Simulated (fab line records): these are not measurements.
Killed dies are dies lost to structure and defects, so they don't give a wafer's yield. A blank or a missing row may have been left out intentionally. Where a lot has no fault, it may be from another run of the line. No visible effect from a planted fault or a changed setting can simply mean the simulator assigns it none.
2 desks, one fault / flow nand_harc / each desk holds nothing but its own numbers, with what lay behind them at the end

== FOR THE TOOL OWNER'S DESK: rie_metal-02 ==
The tool's own readings at NHARC_THIN_TSV_ETCH_36 (etches the open film in Cl2/BCl3, target depth 65 nm, time 18.571 s): means of the sampled wafers that have a number, for each lot that ran on this tool. Marked OUT: a lot whose mean sits more than 4 standard deviations from the usual mean, which makes it out of limits; the brackets give that distance.
Columns: A = drypump_motor_current_A at NHARC_THIN_TSV_ETCH_36, usual 5.8 A; B = oes_product_au at NHARC_THIN_TSV_ETCH_36, usual 0.997 a.u.; C = run_length_s at NHARC_THIN_TSV_ETCH_36, usual 39.8 s
lot=L113; first seen here=day 25 19:58; A=6.1; B=0.985; C=39.7
lot=L111; first seen here=day 26 00:47; A=6.1; B=0.978; C=39.9
lot=L117; first seen here=day 27 16:25; A=6.2; B=0.991; C=38.3 (-4.1) OUT
lot=L126; first seen here=day 31 09:23; A=6.1; B=0.990; C=39.9
lot=L130; first seen here=day 32 10:12; A=6.3; B=0.980; C=39.6
lot=L131; first seen here=day 32 22:52; A=6.1; B=0.993; C=39.7
This desk's finding: out of limits on L117; first on L117, day 27 16:25 (run_length_s at NHARC_THIN_TSV_ETCH_36). Within limits: L113, L111, L126, L130, L131.

== METROLOGY DESK ==
What the gauges read for every lot (on any tool): the sampled wafers with a number, averaged. Marked OUT: a lot whose mean sits more than 4 standard deviations from the usual mean, which makes it out of limits; the brackets give that distance.
Columns: A = cd_nm at NHARC_THIN_TSV_CD_MEAS_12, usual 999.1 nm
lot=L113; first seen here=day 25 13:29; A=999.9
lot=L111; first seen here=day 25 18:05; A=1001.1
lot=L112; first seen here=day 25 19:08; A=999.0
lot=L117; first seen here=day 27 10:06; A=997.1
lot=L123; first seen here=day 30 00:11; A=999.3
lot=L126; first seen here=day 31 02:41; A=1000.9
lot=L129; first seen here=day 31 15:14; A=996.6
lot=L127; first seen here=day 31 16:31; A=1001.2
lot=L128; first seen here=day 32 02:41; A=996.8
lot=L130; first seen here=day 32 03:53; A=998.2
lot=L131; first seen here=day 32 16:20; A=996.3
lot=L133; first seen here=day 33 14:11; A=1002.5
lot=L132; first seen here=day 33 15:24; A=1002.2
This desk's finding: nothing out of limits on any of the 13 lots.

== ALL TOGETHER ==
The tool owner's desk had the chance to raise an alarm at day 27 16:25 on L117.
From the metrology desk's view, nothing was out of limits.
The metrology desk has L117 on record, within its limits.
Of the lots named, all ran NHARC_THIN_TSV_ETCH_36 on rie_metal-02.

== WHAT HAD BEEN PUT IN BY THE SIMULATOR ==
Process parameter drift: rie_metal-02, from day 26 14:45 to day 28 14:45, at NHARC_THIN_TSV_ETCH_36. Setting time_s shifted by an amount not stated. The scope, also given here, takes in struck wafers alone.
Shown lots that were struck: L117.
Hours from the fault's start to each desk's first reading out of limits: the tool owner's desk, 26.
